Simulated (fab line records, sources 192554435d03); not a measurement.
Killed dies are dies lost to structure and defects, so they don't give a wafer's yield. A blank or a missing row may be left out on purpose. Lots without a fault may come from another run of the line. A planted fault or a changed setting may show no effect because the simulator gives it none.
One fault seen from 3 desks | flow n5_finfet | each desk has only its own numbers; what lay behind them comes last

THE METROLOGY DESK
What the gauges read, lot by lot, whatever tool the lot ran on: means of the sampled wafers that have a number. A lot is out of limits, marked OUT, if its mean lies more than 4 standard deviations from the usual mean; the brackets give that distance.
Columns: A = cd_nm at N5_MIM_BOT_LITHO_CD_MEAS_08, usual 3000.2 nm; B = MIM_BOT_OVL at N5_MIM_BOT_LITHO_OVL_MEAS_11, usual 1 nm; C = cd_nm at N5_PASSIVATION_CD_MEAS_10, usual 3001.2 nm; D = TV_OVL at N5_PASSIVATION_OVL_MEAS_60, usual 0 nm
lot  | first seen here | A      | B  | C      | D
L415 | day 12 13:25    | 3000.7 | 1  | 3001.8 | -0
L429 | day 16 22:18    | 3000.0 | -3 | 2999.8 | -5
L428 | day 17 04:08    | 3000.6 | 3  | 2999.6 | 7
L435 | day 18 10:47    | 3000.6 | 7  | 2998.9 | 2
L437 | day 19 18:22    | 3001.2 | 5  | 3001.4 | -1
L438 | day 19 19:16    | 2997.0 | -3 | 3005.0 | 6
This desk's finding: nothing out of limits on any of the 6 lots.

THE TOOL OWNER'S DESK: pecvd-03
The tool's own readings at N5_PASSIVATION_PECVD_55 (deposits SiO2 from SiH4/N2O, target thk 400 nm, time 22.5 s): means of the sampled wafers that have a number, for each lot that ran on this tool. A lot is out of limits, marked OUT, if its mean lies more than 4 standard deviations from the usual mean; the brackets give that distance.
Columns: A = heater_power_outer_w at N5_PASSIVATION_PECVD_55, usual 409 W; B = heater_power_w at N5_PASSIVATION_PECVD_55, usual 699 W; C = showerhead_plenum_p_Torr at N5_PASSIVATION_PECVD_55, usual 8.19 Torr; D = throttle_valve_pct at N5_PASSIVATION_PECVD_55, usual 52.0 %
lot  | first seen here | A   | B   | C    | D
L429 | day 16 23:33    | 338 | 582 | 8.26 | 52.0
L428 | day 17 05:07    | 340 | 602 | 8.24 | 51.7
L437 | day 19 19:25    | 375 | 652 | 8.29 | 51.8
This desk's finding: nothing out of limits on any of the 3 lots.

THE DEFECT DESK
What the inspections along the route counted, lot by lot: means of the sampled wafers that have a number. A lot is out of limits, marked OUT, if its mean lies more than 4 standard deviations from the usual mean; the brackets give that distance.
Columns: A = raw_defect_count at N5_MIM_BOT_LITHO_INSPECT_12, usual 2.1; B = raw_defect_count at N5_PASSIVATION_INSPECT_61, usual 1.9
lot  | first seen here | A   | B
L415 | day 12 13:29    | 1.0 | 1.0
L429 | day 16 22:21    | 1.0 | 1.7
L428 | day 17 04:11    | 2.7 | 2.3
L435 | day 18 10:50    | 1.0 | 3.3
L437 | day 19 18:25    | 2.0 | 1.3
L438 | day 19 19:19    | 2.0 | 3.5
This desk's finding: nothing out of limits on any of the 6 lots.

PUT TOGETHER
The metrology desk saw nothing out of limits.
The tool owner's desk saw nothing out of limits.
The defect desk saw nothing out of limits.

WHAT THE SIMULATOR HAD PUT IN
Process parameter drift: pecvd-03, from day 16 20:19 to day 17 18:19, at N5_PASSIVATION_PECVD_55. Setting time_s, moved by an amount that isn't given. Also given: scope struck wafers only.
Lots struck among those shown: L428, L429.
